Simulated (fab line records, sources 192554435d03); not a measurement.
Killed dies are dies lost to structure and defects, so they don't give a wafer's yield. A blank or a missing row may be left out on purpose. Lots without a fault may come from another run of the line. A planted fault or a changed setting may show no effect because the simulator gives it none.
Problem report in the 8D (eight disciplines) form, filled by code | flow n5_finfet | the parts of the form that need people (team, actions taken, sign-off) are left out

1. THE PROBLEM
spin_speed_rpm at N5_HKMG_FIN_COAT_85 reads a mean of 1460.8 rpm on 6 wafers of 2 lots; wafers without a fault read 1499.8 rpm with a standard deviation of 0.98. That is -40 standard deviations from the usual mean.
The step: time 60 s, resist thk 300 nm.
First seen on wafer L875.1, day 7 01:31, on litho_track-03. The record holds 26 wafers of 9 lots with a number at this step. Rule for "out", or "out of limits": more than 4 standard deviations from the usual mean. The other wafers with a number count as sound.

2. WHAT IT IS AND WHAT IT IS NOT
question                    | is                     | is not
which readings at this step | spin_speed_rpm         | -
which lots                  | L875, L876             | L864, L865, L868, L879, L880, L882, L885
which wafers of those lots  | all that have a number | -
read on which tools         | litho_track-03         | litho_track-02
when                        | from day 7 01:31       | up to then (9 sound wafers); but 11 sound wafers of L879, L880, L882, L885 came after

3. SUSPECTS, AND WHAT RULES EACH OUT
Counting: a tool at a process step up to the reading stays a suspect if it ran every lot that is out and no sound lot after the first of them.
- rie_diel-01 at N5_HKMG_FIN_ETCH_32 (etches SOC in N2/H2, target depth 240 nm, time 300 s): ruled out as a lasting fault. Sound lots L882 ran on it after its first lot that is out, L875 (day 7 00:22).
- rie_diel-01 at N5_HKMG_FIN_STRIP_92 (strips SOC in N2/H2, time 20 s): ruled out as a lasting fault. Sound lots L882 ran on it after its first lot that is out, L875 (day 7 00:43).
- litho_track-03 at N5_HKMG_FIN_COAT_85 (time 60 s, resist thk 300 nm): kept. It ran every lot that is out, first L875 (day 7 01:31), and no sound lot after that; its last sound lot up to then is L868 (day 5 05:13). Its own readings are out on those wafers: spin_speed_rpm.
Left after counting: litho_track-03 at N5_HKMG_FIN_COAT_85.

4. THE CAUSE (what the simulator had put in)
Process parameter drift: litho_track-03, from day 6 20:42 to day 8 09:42, at N5_HKMG_FIN_COAT_85. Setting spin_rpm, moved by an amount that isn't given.
Counting left only this tool.

5. THE CHAIN OF EFFECTS, in route order
Each row: a reading whose mean over the struck wafers that have a number lies more than 3 standard deviations from the usual. Only readings for which the record gives a usual standard deviation are gone through. hours: the time from each lot's start at the first step in this table that gives one to its start at this step, as a median over the lots. sigmas: the change in usual standard deviations.
hours | step                | reading        | usual      | on struck wafers | change | sigmas
0     | N5_HKMG_FIN_COAT_85 | spin_speed_rpm | 1499.8 rpm | 1460.8           | -39.0  | -40
The process steps in it:
- N5_HKMG_FIN_COAT_85: time 60 s, resist thk 300 nm.
Later measuring or inspecting steps at which every struck wafer that the step has a row for has a number for every such reading, and none has moved that far: N5_BEOL_M4_RC_MEAS_101.

6. WHAT WOULD HAVE CAUGHT IT SOONER
In this record the first reading out of limits was taken at day 7 01:31, 5 hours after the fault began at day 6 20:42.
